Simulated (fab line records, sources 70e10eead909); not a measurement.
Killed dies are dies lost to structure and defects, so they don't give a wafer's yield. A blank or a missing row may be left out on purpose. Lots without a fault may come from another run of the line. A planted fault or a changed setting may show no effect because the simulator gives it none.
fab line records | flow nand_harc
record lots=12 wafers=36 last_day=32
route steps=1302 shown P_M0@278 P_M1@307 END@1302
lots that met no fault: from a run of the same line without faults
start_h: hours from the record's first day to the start of the lot's first wafer shown | wait_h: hours since the lot's step before | " the same as in the row above | L1.1+2: a row that stands for several wafers | - no value, or no start given | * or withheld: withheld | < > ~ a bound
route shown NAME@n: a module of which the file shows steps, and the number in the route of the first | usual: mean/standard deviation of fault-free wafers | same: alike in all rows | chamber/n: place in a boat | sites: the reading at each site | _std_site: their standard deviation | _edge_site: outer sites' mean less inner sites' | radius_mm: how far each site lies from the wafer's centre | mask NAME#n: copy n | behind: the tool/chamber that last shaped the wafer | hold: why the lot was held/for how many hours/how that ended | device: the transistor (n, p or np) that didn't switch | end of line: the same wafers' tests at the end of the route | a step without rows: its recipe alone | killed: dies lost to structure and defects at the first sort, not the wafer's yield | map: a wafer's dies, x killed, . not, _ none there
set.NAME: the setting as run; set.NAME@STEP: as run at that earlier step | model.NAME: the simulator's own value behind a step, which no gauge read
steps of the route over a sample of lots; a table a step, a row a wafer
services: from which hour (start_h, from the record's first day; less than 0 if before it) a tool's chamber was out of use, for how many hours, and why
## steps
# step NHARC_P_M0_CMP_23
# recipe t_overpolish_s=20 target_thk_nm=117.54
# usual motor_current_A=11.9/1.2 slurry_filter_dp_kPa=13.50/0.15 time_to_endpoint_s=28/3.1
# columns lot.wafer tool chamber start_h wait_h motor_current_A slurry_filter_dp_kPa time_to_endpoint_s
L704.3 cmp-04 2 127.99 - 11.4 13.62 24
L704.2 " 3 " " 11.3 13.55 25
L704.4 " 1 " " 14.9 13.48 23
L706.1 cmp-04 2 140.95 - 10.9 13.42 26
L706.3 " 0 " " 10.1 13.49 20
L706.5 " 3 " " 11.4 13.48 25
L707.4 cmp-04 0 152.37 - 10.4 13.35 23
L707.1 " 1 " " 14.0 13.48 25
L707.3 " 3 " " 11.2 13.76 26
L708.1 cmp-01 0 172.76 - 13.5 13.47 31
L708.3 " 2 " " 12.4 13.45 29
L708.6 " 3 " " 12.0 13.54 24
L709.4 cmp-02 2 173.79 - 11.9 13.23 24
L709.3 " 3 " " 10.1 13.54 28
L709.6 " 1 " " 11.9 13.63 28
L710.2 cmp-02 3 181.79 - 10.6 13.47 25
L710.4 " 0 " " 9.7 13.45 27
L710.5 " 3 " " 10.8 13.37 28
L711.1 cmp-01 3 203.66 - 12.2 13.67 27
L711.3 " 0 " " 12.2 13.71 31
L711.4 " 2 " " 12.1 13.49 30
L712.2 cmp-01 1 208.19 - 11.5 13.60 31
L712.1 " 2 " " 11.7 13.38 30
L712.5 " 1 " " 11.1 13.57 31
L713.2 cmp-01 2 215.22 - 12.2 13.31 30
L713.4 " 3 " " 12.4 13.49 26
L713.5 " 2 " " 12.0 13.54 31
L716.4 cmp-01 2 241.93 - 12.8 13.49 29
L716.2 " 3 " " 11.7 13.59 27
L716.1 " 0 " " 12.5 13.49 34
L719.3 cmp-02 1 266.21 - 11.8 13.54 25
L719.5 " 0 " " 10.2 13.29 24
L719.6 " 1 " " 11.4 13.41 27
L723.3 cmp-04 1 314.99 - 14.4 13.65 25
L723.5 " 1 " " 14.8 13.36 27
L723.6 " 2 " " 11.0 13.59 30
# step NHARC_P_M0_INSPECT_27
# usual raw_defect_count=295/120
# columns lot.wafer tool chamber start_h wait_h raw_defect_count
L704.2 defect_inspect-01 - 128.46 0.0 377
L704.3 " - " " 313
L704.4 " - " " 354
L706.1 defect_inspect-01 - 141.42 0.0 181
L706.3 " - " " 307
L706.5 " - " " 221
L707.1 defect_inspect-01 - 152.84 0.0 223
L707.3 " - " " 155
L707.4 " - " " 215
L708.1 defect_inspect-02 - 173.21 0.0 337
L708.3 " - " " 254
L708.6 " - " " 449
L709.3 defect_inspect-02 - 174.27 0.0 178
L709.4 " - " " 182
L709.6 " - " " 306
L710.2 defect_inspect-01 - 182.29 0.0 410
L710.4 " - " " 336
L710.5 " - " " 439
L711.1 defect_inspect-02 - 204.13 0.0 261
L711.3 " - " " 265
L711.4 " - " " 218
L712.1 defect_inspect-01 - 208.64 0.0 240
L712.2 " - " " 349
L712.5 " - " " 238
L713.2 defect_inspect-02 - 215.66 0.0 188
L713.4 " - " " 300
L713.5 " - " " 252
L716.1 defect_inspect-02 - 242.37 0.0 222
L716.2 " - " " 100
L716.4 " - " " 335
L719.3 defect_inspect-02 - 266.66 0.0 494
L719.5 " - " " 311
L719.6 " - " " 653
L723.3 defect_inspect-02 - 315.46 0.0 382
L723.5 " - " " 296
L723.6 " - " " 166
# step NHARC_P_M1_PVD_20
# recipe target_thk_a=50 bias_v=168.6 power_w=15000 chamber_pressure_pa=0.12 time_s=8.06 substrate_temp_c=50 material=TaN
# usual cathode_dc_power_W=15000/2.8 throttle_valve_pct=30.2/1.3
# columns lot.wafer tool chamber start_h wait_h cathode_dc_power_W throttle_valve_pct
L704.3 pvd_sputter-03 - 131.03 - 15000 29.6
L704.2 " - " " 14999 28.0
L704.4 " - " " 14998 30.8
L706.1 pvd_sputter-03 - 144.29 - 14998 30.5
L706.3 " - " " 15003 29.2
L706.5 " - " " 14997 30.8
L707.3 pvd_sputter-01 - 155.62 - 14995 28.8
L707.4 " - " " 15000 30.4
L707.1 " - " " 14998 29.3
L708.1 pvd_sputter-01 - 175.92 - 14998 30.7
L708.3 " - " " 14999 30.7
L708.6 " - " " 15001 30.6
L709.4 pvd_sputter-02 - 176.86 - 14996 30.7
L709.3 " - " " 15000 30.8
L709.6 " - " " 15005 32.1
L710.4 pvd_sputter-01 - 185.03 - 14996 28.7
L710.2 " - " " 15001 29.3
L710.5 " - " " 15002 30.6
L711.3 pvd_sputter-03 - 206.71 - 14997 30.8
L711.4 " - " " 15005 27.0
L711.1 " - " " 14999 31.5
L712.2 pvd_sputter-01 - 211.36 - 15007 29.0
L712.1 " - " " 15001 30.4
L712.5 " - " " 14999 28.6
L713.4 pvd_sputter-03 - 218.25 - 15001 31.0
L713.2 " - " " 15000 27.0
L713.5 " - " " 14997 31.3
L716.2 pvd_sputter-02 - 244.93 - 14998 28.9
L716.4 " - " " 15002 32.1
L716.1 " - " " 14999 30.9
L719.3 pvd_sputter-01 - 269.41 - 15001 31.3
L719.6 " - " " 14999 31.9
L719.5 " - " " 15002 31.2
L723.3 pvd_sputter-02 - 318.24 - 14997 31.4
L723.6 " - " " 16708 31.5
L723.5 " - " " 15005 31.3
# step NHARC_P_M1_ANNEAL_31
# recipe temp_c=225 time_s=90
# usual wafer_temp_C_max=226.21/0.29
# columns lot.wafer tool chamber start_h wait_h wafer_temp_C_max
L704.2 rtp_anneal-01 0 131.71 - 226.11
L704.3 " 0 " " 226.30
L704.4 " 0 " " 226.48
L706.1 rtp_anneal-02 0 144.90 - 225.81
L706.3 " 0 " " 226.07
L706.5 " 0 " " 225.92
L707.1 rtp_anneal-01 0 156.25 0.3 226.58
L707.3 " 0 " " 226.37
L707.4 " 0 " " 226.46
L708.1 rtp_anneal-02 0 176.55 - 226.74
L708.3 " 0 " " 225.92
L708.6 " 0 " " 226.03
L709.3 rtp_anneal-02 0 177.59 0.3 226.15
L709.4 " 0 " " 226.01
L709.6 " 0 " " 226.00
L710.2 rtp_anneal-02 0 185.71 0.4 226.48
L710.4 " 0 " " 225.80
L710.5 " 0 " " 225.77
L711.1 rtp_anneal-02 0 207.34 - 226.77
L711.3 " 0 " " 226.09
L711.4 " 0 " " 226.34
L712.1 rtp_anneal-02 0 211.97 0.3 226.11
L712.2 " 0 " " 226.04
L712.5 " 0 " " 225.90
L713.2 rtp_anneal-02 0 218.94 - 225.99
L713.4 " 0 " " 226.07
L713.5 " 0 " " 225.76
L716.1 rtp_anneal-02 0 245.56 - 225.76
L716.2 " 0 " " 225.69
L716.4 " 0 " " 226.04
L719.3 rtp_anneal-01 0 270.20 - 226.13
L719.5 " 0 " " 226.69
L719.6 " 0 " " 226.23
L723.3 rtp_anneal-02 0 318.96 - 226.21
L723.5 " 0 " " 226.07
L723.6 " 0 " " 225.91
# step NHARC_END_SORT_01
# recipe temp_c=25
# usual defect_limited_yield=91.5/2.7 killed_at_array=52/19 killed_at_other=0.9/1.3 killed_at_periphery=4/3.1 killed_dies=57/18 killed_open=3.2/1.7 killed_short=2.3/1.4 sort_bin_2_pct=2.9/1.2 sort_bin_3_pct=0.6/0.42 sort_bin_4_pct=4.9/1.5 sort_n_pass=620/18 sort_rim_yield_pct=93/4.3 sort_yield_pct=91.5/2.7
# same gross_dies=677 sort_bin_5_pct[%]=0 sort_bin_6_pct[%]=0 sort_bin_7_pct[%]=0 sort_bin_8_pct[%]=0 sort_rim_n_gross=106.00
# columns lot.wafer tool chamber start_h wait_h defect_limited_yield[%] killed_at_array killed_at_other killed_at_periphery killed_dies killed_open killed_short sort_bin_2_pct[%] sort_bin_3_pct[%] sort_bin_4_pct[%] sort_n_pass sort_rim_yield_pct[%] sort_yield_pct[%]
L709.3 prober-02 0 605.32 3.1 93.6 41 1 1 43 4 1 1.3 1.0 4.0 634 97 93.6
L709.4 prober-02 0 606.11 3.3 94.2 37 0 2 39 5 2 1.6 0.6 3.5 638 84 94.2
L709.6 prober-02 0 607.67 3.9 93.6 41 0 2 43 9 0 1.9 0.4 4.0 634 91 93.6
L708.1 prober-02 0 611.45 2.5 89.4 70 0 2 72 5 2 4.1 0.6 5.9 605 87 89.4
L708.3 prober-02 0 613.07 3.1 89.7 68 0 2 70 4 2 4.1 0.4 5.8 607 88 89.7
L708.6 prober-02 0 615.49 4.0 85.7 90 0 7 97 1 2 5.9 1.3 7.1 580 88 85.7
L711.1 prober-02 0 647.19 2.5 90.1 60 5 2 67 1 3 4.4 0.4 5.0 610 97 90.1
L711.3 prober-02 0 648.78 3.1 90.7 55 4 4 63 3 2 2.8 0.7 5.8 614 95 90.7
L711.4 prober-02 0 649.58 3.4 90.8 57 3 2 62 5 2 3.8 0.9 4.4 615 98 90.8
L713.2 prober-01 0 655.10 2.8 93.1 44 0 3 47 2 3 1.9 1.2 3.8 630 91 93.1
L713.4 prober-01 0 656.68 3.4 92.2 50 0 3 53 2 3 2.8 0.4 4.6 624 87 92.2
L713.5 prober-01 0 657.47 3.7 92.9 45 1 2 48 3 5 2.4 0.3 4.4 629 89 92.9
# killed by level:class
L709.3 A_SLIT:chamber_film_flake=22 A_CHANNEL_HOLE_D2:chamber_film_flake=8 A_CONTACT:chamber_film_flake=2 P_M0:geometric_particle:open=1 A_ONON_D2:geometric_particle:open=1 A_CHANNEL_FILL_D2:geometric_particle:short=1 A_CHANNEL_FILL_D2:geometric_particle:open=1 A_BLC:geometric_particle:open=1
L709.4 A_SLIT:chamber_film_flake=13 A_CHANNEL_HOLE_D2:chamber_film_flake=6 A_CONTACT:chamber_film_flake=3 A_CHANNEL_HOLE_D1:chamber_film_flake=2 A_DECK1_JOINT:chamber_film_flake=2 A_STAIRCASE:chamber_film_flake=2 P_M1:geometric_particle:open=1 A_CHANNEL_HOLE_D1:geometric_particle:open=1
L709.6 A_CHANNEL_HOLE_D2:chamber_film_flake=12 A_SLIT:chamber_film_flake=10 A_CHANNEL_HOLE_D1:chamber_film_flake=4 A_STAIRCASE:chamber_film_flake=3 A_DECK1_JOINT:geometric_particle:open=2 A_M0:geometric_particle:open=2 A_WL_FILL:chamber_film_flake=2 A_CONTACT:chamber_film_flake=2
L708.1 A_CHANNEL_HOLE_D2:chamber_film_flake=25 A_CHANNEL_HOLE_D1:chamber_film_flake=22 A_SLIT:chamber_film_flake=12 A_CONTACT:chamber_film_flake=4 P_M1:geometric_particle:open=1 A_ONON_D1:geometric_particle:short=1 A_ONON_D1:geometric_particle:open=1 A_ONON_D2:geometric_particle:short=1
L708.3 A_CHANNEL_HOLE_D2:chamber_film_flake=22 A_CHANNEL_HOLE_D1:chamber_film_flake=21 A_SLIT:chamber_film_flake=14 A_CONTACT:chamber_film_flake=5 P_GATE:geometric_particle:short=1 P_GATE:geometric_particle:open=1 A_SOURCE_PLATE:geometric_particle:open=1 A_CHANNEL_FILL_D1:geometric_particle:short=1
L708.6 A_CHANNEL_HOLE_D1:chamber_film_flake=35 A_CHANNEL_HOLE_D2:chamber_film_flake=25 A_SLIT:chamber_film_flake=13 A_CONTACT:chamber_film_flake=9 P_ZERO_WELL:chamber_film_flake=4 A_STAIRCASE:chamber_film_flake=3 P_GATE:chamber_film_flake=2 A_CHANNEL_FILL_D2:chamber_film_flake=2
L711.1 A_CHANNEL_HOLE_D1:chamber_film_flake=29 A_CHANNEL_HOLE_D2:chamber_film_flake=27 THIN_TSV:chamber_film_flake=5 P_GATE:geometric_particle:short=1 P_M0:geometric_particle:short=1 A_CHANNEL_FILL_D1:geometric_particle:open=1 A_WL_FILL:geometric_particle:short=1 A_SLIT:chamber_film_flake=1
L711.3 A_CHANNEL_HOLE_D1:chamber_film_flake=25 A_CHANNEL_HOLE_D2:chamber_film_flake=18 THIN_TSV:chamber_film_flake=4 A_CHANNEL_FILL_D1:geometric_particle:short=2 P_GATE:chamber_film_flake=2 A_CHANNEL_FILL_D1:chamber_film_flake=2 A_CONTACT:chamber_film_flake=2 A_M0:chamber_film_flake=2
L711.4 A_CHANNEL_HOLE_D2:chamber_film_flake=25 A_CHANNEL_HOLE_D1:chamber_film_flake=22 A_CONTACT:chamber_film_flake=3 THIN_TSV:chamber_film_flake=2 P_ZERO_WELL:geometric_particle:short=1 P_CONTACT:geometric_particle:open=1 A_ONON_D2:geometric_particle:open=1 A_CHANNEL_FILL_D2:geometric_particle:short=1
L713.2 A_SLIT:chamber_film_flake=17 A_CHANNEL_HOLE_D2:chamber_film_flake=14 A_CHANNEL_HOLE_D1:chamber_film_flake=4 A_CONTACT:chamber_film_flake=3 P_CONTACT:chamber_film_flake=2 A_STAIRCASE:chamber_film_flake=2 P_M0:geometric_particle:open=1 A_CHANNEL_FILL_D2:geometric_particle:short=1
L713.4 A_SLIT:chamber_film_flake=17 A_CHANNEL_HOLE_D2:chamber_film_flake=15 A_STAIRCASE:chamber_film_flake=8 A_DECK1_JOINT:chamber_film_flake=4 P_CONTACT:chamber_film_flake=3 A_ONON_D1:geometric_particle:open=1 A_ONON_D1:geometric_particle:short=1 A_ONON_D2:geometric_particle:open=1
L713.5 A_SLIT:chamber_film_flake=16 A_CHANNEL_HOLE_D2:chamber_film_flake=12 A_CHANNEL_HOLE_D1:chamber_film_flake=6 A_WL_FILL:geometric_particle:short=2 P_CONTACT:chamber_film_flake=2 A_STAIRCASE:chamber_film_flake=2 A_CHANNEL_HOLE_D1:geometric_particle:short=1 A_CHANNEL_HOLE_D1:geometric_particle:open=1
## services
# columns tool chamber start_h hours kind
pvd_sputter-02 - 104.00 10.0 pm
cmp-04 - 111.00 4.0 pm
cmp-02 - 135.90 4.0 pm
pvd_sputter-01 - 146.60 1.0 repair
cmp-04 - 155.29 2.4 repair
pvd_sputter-03 - 162.79 2.1 repair
pvd_sputter-03 - 170.05 10.0 pm
cmp-02 - 171.23 1.3 repair
cmp-02 - 176.73 0.9 repair
cmp-01 - 184.40 1.3 repair
cmp-01 - 187.24 4.0 pm
cmp-01 - 192.13 1.8 repair
pvd_sputter-02 - 202.78 7.2 repair
cmp-04 - 209.00 4.0 pm
cmp-01 - 212.52 1.5 repair
pvd_sputter-01 - 226.97 10.0 pm
cmp-02 - 233.90 4.0 pm
cmp-02 - 238.35 1.1 repair
pvd_sputter-02 - 263.39 3.7 repair
cmp-01 - 285.24 4.0 pm
pvd_sputter-01 - 286.13 1.0 repair
cmp-04 - 307.00 4.0 pm
pvd_sputter-03 - 318.51 4.7 repair
cmp-01 - 319.00 0.9 repair
## key
first_sign step=NHARC_P_M1_PVD_20 reading=cathode_dc_power_W direction=up sigmas=99+ usual=* struck=*
effect none on later readings
met_at NHARC_P_M1_PVD_20
struck_lots L723
struck_wafers L723.6
not_acting_at NHARC_P_M0_CMP_23,NHARC_P_M0_INSPECT_27,NHARC_P_M1_ANNEAL_31
onset_between 244.93 318.24
fault kind=process_parameter_drift tool=pvd_sputter-02 chamber=- onset_h=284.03 steps=NHARC_P_M1_PVD_20 channel=power_w offset=* shape=step end_h=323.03 acts_in=* stated=* scope=struck_wafers_only
